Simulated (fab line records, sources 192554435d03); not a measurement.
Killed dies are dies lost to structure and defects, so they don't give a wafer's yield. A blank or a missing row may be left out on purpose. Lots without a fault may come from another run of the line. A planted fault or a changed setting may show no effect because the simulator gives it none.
Split-lot experiment | flow n5_finfet | 7 lots, 39 wafers read, on a route of 1938 steps

THE SPLIT
At N5_PASSIVATION_ETCH_54 (etches SiO2 in CHF3/O2, target depth 880 nm, time 440 s), the setting target_depth_a was moved away from the recipe's 8800 angstrom on 15 of the 39 wafers read, by -58.2% to +49.1%. The other wafers ran this setting at the recipe's value.

The reading is taken at the split's own step.

THE READING
etch.depth_nm (the simulator's own value, which no gauge read), in nm, at N5_PASSIVATION_ETCH_54 (etches SiO2 in CHF3/O2, target depth 880 nm, time 440 s). The file gives no usual value for it. The 24 wafers here that ran the recipe average 872.3 nm, standard deviation 17 nm.

wafer  | tool, chamber at the split | target_depth_a as run, angstrom | against the recipe | etch.depth_nm, nm | against lot-mates on the recipe
L075.2 | rie_diel-03, 1             | 8800                            | recipe             | 830.9             | -
L075.4 | rie_diel-03, 3             | 8800                            | recipe             | 873               | -
L075.5 | rie_diel-03, 0             | 8800                            | recipe             | 875.4             | -
L076.1 | rie_diel-06, 1             | 8800                            | recipe             | 880.4             | -
L076.2 | rie_diel-06, 2             | 13120                           | +49.1%             | 1307              | +426.5
L076.3 | rie_diel-06, 0             | 13120                           | +49.1%             | 1303              | +422.5
L076.4 | rie_diel-06, 3             | 8800                            | recipe             | 878.1             | -
L076.5 | rie_diel-06, 2             | 13120                           | +49.1%             | 1312              | +431.5
L076.6 | rie_diel-06, 3             | 8800                            | recipe             | 883               | -
L080.1 | rie_diel-06, 1             | 8800                            | recipe             | 869.4             | -
L080.2 | rie_diel-06, 3             | 3682                            | -58.2%             | 368.8             | -503.6
L080.3 | rie_diel-06, 2             | 3682                            | -58.2%             | 366.6             | -505.8
L080.4 | rie_diel-06, 0             | 8800                            | recipe             | 873.4             | -
L080.5 | rie_diel-06, 3             | 8800                            | recipe             | 874.3             | -
L080.6 | rie_diel-06, 2             | 3682                            | -58.2%             | 366.7             | -505.7
L085.1 | rie_diel-06, 0             | 8800                            | recipe             | 879.3             | -
L085.2 | rie_diel-06, 1             | 5477                            | -37.8%             | 538               | -341.5
L085.3 | rie_diel-06, 2             | 8800                            | recipe             | 880.5             | -
L085.4 | rie_diel-06, 0             | 8800                            | recipe             | 878.8             | -
L085.5 | rie_diel-06, 2             | 5477                            | -37.8%             | 548               | -331.5
L085.6 | rie_diel-06, 1             | 5477                            | -37.8%             | 542.4             | -337.1
L087.1 | rie_diel-04, 3             | 8800                            | recipe             | 876.5             | -
L087.2 | rie_diel-04, 2             | 8800                            | recipe             | 879.8             | -
L087.3 | rie_diel-04, 0             | 6395                            | -27.3%             | 603.8             | -273.3
L087.4 | rie_diel-04, 3             | 8800                            | recipe             | 875.1             | -
L087.5 | rie_diel-04, 2             | 6395                            | -27.3%             | 641.1             | -236.0
L087.6 | rie_diel-04, 0             | 6395                            | -27.3%             | 602.9             | -274.2
L091.1 | rie_diel-04, 2             | 11910                           | +35.3%             | 1210              | +323.8
L091.2 | rie_diel-04, 3             | 11910                           | +35.3%             | 1206              | +319.8
L091.3 | rie_diel-04, 1             | 8800                            | recipe             | 864.8             | -
L091.4 | rie_diel-04, 2             | 8800                            | recipe             | 898.5             | -
L091.5 | rie_diel-04, 3             | 8800                            | recipe             | 895.4             | -
L091.6 | rie_diel-04, 1             | 11910                           | +35.3%             | 1176              | +289.8
L090.1 | rie_diel-03, 1             | 8800                            | recipe             | 839.9             | -
L090.2 | rie_diel-03, 0             | 8800                            | recipe             | 888.2             | -
L090.3 | rie_diel-03, 1             | 8800                            | recipe             | 845               | -
L090.4 | rie_diel-03, 0             | 8800                            | recipe             | 882.1             | -
L090.5 | rie_diel-03, 0             | 8800                            | recipe             | 875.8             | -
L090.6 | rie_diel-03, 1             | 8800                            | recipe             | 837.1             | -

THE FIT
A straight line over all 39 wafers: etch.depth_nm changes by +8.87 nm for each +1% of target_depth_a; r = +1.00; the points scatter about the line by 16 nm.
The same after taking each lot's own level away (the mean of its wafers on the recipe; 39 wafers): +8.8 nm for each +1%; r = +1.00; scatter 15 nm.
On that fit, the largest move of target_depth_a shifts the reading by 5.1e+02 nm.
The lots' own levels span 859.77 to 886.23 nm, that is 1.6 times the standard deviation above.
So the lot-to-lot level changes the slope little: the two slopes agree.
Check: with one of the wafers moved furthest among these (-58.2%) left out of the fit, the line predicts -515 nm for it against its lot-mates. It came out at -504 nm against them.

OTHER SPLITS ON THESE WAFERS
These wafers also went through other splits before the reading. Each is held against what the fit with the lots' levels taken away leaves over:
other split on the same wafers            | wafers away from the commonest value | r with etch.depth_nm (lot level and that fit taken away)
N5_BEOL_M10_TRENCH_ETCH_37 target_depth_a | 9                                    | -0.01
N5_MIM_BOT_SPUTTER_00 time_s              | 9                                    | +0.10

THE WHOLE CHAIN: every reading that the file lists as answering this split, in the file's order
step                   | what it does                                            | reading                                                                       | change (the file's fit)              | r (the file's)
N5_PASSIVATION_ETCH_54 | etches SiO2 in CHF3/O2, target depth 880 nm, time 440 s | PASSIVATION.feature_depth_nm (the simulator's own value, which no gauge read) | +8.81 nm for each +1% of the setting | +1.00
N5_PASSIVATION_ETCH_54 | etches SiO2 in CHF3/O2, target depth 880 nm, time 440 s | etch.depth_nm (the simulator's own value, which no gauge read)                | +8.81 nm for each +1% of the setting | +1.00

THE FILE'S OWN FIT
etch.depth_nm changes by +8.81 nm for each +1% of target_depth_a, r = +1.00.
